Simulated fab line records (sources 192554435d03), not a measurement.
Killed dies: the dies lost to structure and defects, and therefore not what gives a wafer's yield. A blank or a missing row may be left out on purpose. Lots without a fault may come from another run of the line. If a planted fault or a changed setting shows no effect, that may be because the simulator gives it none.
A lot that was struck, set against a sound lot :: flow n5-finfet :: 16 steps out of a route of 1938
Sound: these wafers, L330.2, L330.4, L330.6. Wafers L344.1, L344.3, L344.4 were the ones struck. The cause is named last.
At each step with rows: each side's tool, then ch and its chambers, then its first start. Under that, the readings that differ: sound wafers :: struck wafers :: difference of the means :: sigmas: that difference in standard deviations of wafers without a fault.
alike: a reading whose means differ by less than 2 such deviations, as well as words and numbers matching on both sides. not compared: withheld readings; readings where some wafer has no value; bounds like >300 that might hide an equal value; numbers whose values overlap and for which the record gives no deviation.
A row with sigmas, a row that says differs or no value, or rows on one side alone: a step with any of these is where the two part. Numbers that have no deviation but don't overlap get no sigmas and don't part them. A reading that every wafer of one side lacks parts them only if that side has two wafers or more.

first, 2 steps without rows for these wafers: N5_HKMG_FIN_ALD_71 (deposits TiN, target thk 1 nm, pulse time 1 s, purge time 3 s); N5_HKMG_FIN_COAT_66 (time 60 s, resist thk 300 nm).
N5_HKMG_FIN_ETCH_67: etches SOC in N2/H2, stops on TiN, target depth 388.9 nm.
  sound on rie-diel-06 ch 0,1,2, day 4 20:55; struck on rie-diel-01 ch 0,2, day 8 04:43
  alike: drypump-motor-current-A, oes-product-au, rf-vpp-V, showerhead-plenum-p-Torr, throttle-valve-pct
  not compared: rf-hours-counter-h
N5_HKMG_FIN_STRIP_90: strips SOC in N2/H2, time 20 s.
  sound on rie-diel-06 ch 0,1,2, day 4 20:59; struck on rie-diel-01 ch 0,2, day 8 04:47
  alike: bias-power-w, drypump-motor-current-A, oes-product-au, power-w, rf-vpp-V, showerhead-plenum-p-Torr, throttle-valve-pct
  not compared: rf-hours-counter-h
then, 2 steps without rows for these wafers: N5_HKMG_FIN_WET_ETCH_73 (etches the open film in SC1, time 42.3 s, target depth 1.3 nm, rinse time 30 s); N5_HKMG_FIN_ETCHBACK_68 (etches the open film in Cl2/Ar, stops on HfO2, target depth 0.5 nm).
N5_HKMG_FIN_STRIP_69: strips in N2/H2, time 360 s.
  sound on plasma-asher-02 ch 0,1, day 4 21:17; struck on plasma-asher-02 ch 0,1, day 8 05:05
  alike: drypump-motor-current-A, heater-power-w
  not compared: rf-hours-counter-h
N5_HKMG_FIN_ALD_21: deposits TiN, target thk 1.5 nm, pulse time 1 s, purge time 3 s.
  sound on ald-metal-01 ch 0,3, day 4 21:40; struck on ald-metal-03 ch 0,1,3, day 8 05:28
  alike: heater-power-w, precursor-pulse-height-rel
then, 1 step without rows for these wafers: N5_HKMG_FIN_ALD_72 (deposits W, target thk 2 nm, pulse time 1 s, purge time 2 s).
N5_HKMG_FIN_W_FILL_22: material W, target thk 60 nm, time 18.2 s.
  sound on cvd-w-02 ch 0,1, day 4 22:05; struck on cvd-w-01 ch 0,1, day 8 05:53
  alike: heater-power-w, throttle-valve-pct
then, 2 steps without rows for these wafers: N5_HKMG_FIN_PRECLEAN_83 (cleans in DIW, time 57.5 s); N5_HKMG_FIN_SRD_84 (dry time 32 s).
N5_HKMG_FIN_CMP_23: polishes, stops on SiNx, t overpolish 10 s, target thk 46.326 nm.
  sound on cmp-01 ch 2,3, day 4 22:17; struck on cmp-01 ch 0,2,3, day 8 06:00
reading: head-pressure-psi (psi)
sound: 3.994 3.997 3.990
struck: 3.086 3.067 3.077
difference: -0.917
sigmas: -99 or more

reading: time-to-endpoint-s (s)
sound: 13.1 10.8 13.4
struck: 16.9 19.2 19.7
difference: +6.2
sigmas: +2
  alike: motor-current-A, overpolish-run-s, slurry-filter-dp-kPa, slurry-flow-ml-min
then, 1 step without rows for these wafers: N5_HKMG_FIN_CMP_94 (polishes, stops on SiNx, t overpolish 4.7 s, target thk 43.299 nm).
-- a jump in the record: the struck wafers' starts before and after are 4 days apart (it breaks off in module HKMG_FIN and resumes in module BEOL_M4, where the first step shown is number 1111 of the route) --
N5_BEOL_M4_RC_MEAS_101:
  sound on prober-01 ch 0, day 8 13:38; struck on prober-01 ch 0, day 11 22:49
  alike: DIBL_N, DIBL_P, IOFF_N, IOFF_P, ION_N, ION_P, SS_N, SS_P, VT_N, VT_P
-- a jump in the record: the struck wafers' starts before and after are 4 days apart (it breaks off in module BEOL_M4 and resumes in module PASSIVATION, where the first step shown is number 1936 of the route) --
N5_PASSIVATION_PROBE_49:
  only the struck wafers here have rows in the record (prober-02, day 16 08:13); the sound ones have none

WHERE THEY PART
Earliest at N5_HKMG_FIN_CMP_23; latest, in this record, at N5_PASSIVATION_PROBE_49.

WHY: whatever the simulator had introduced
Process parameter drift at N5_HKMG_FIN_CMP_23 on cmp-01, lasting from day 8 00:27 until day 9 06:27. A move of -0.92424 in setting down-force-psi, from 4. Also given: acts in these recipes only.
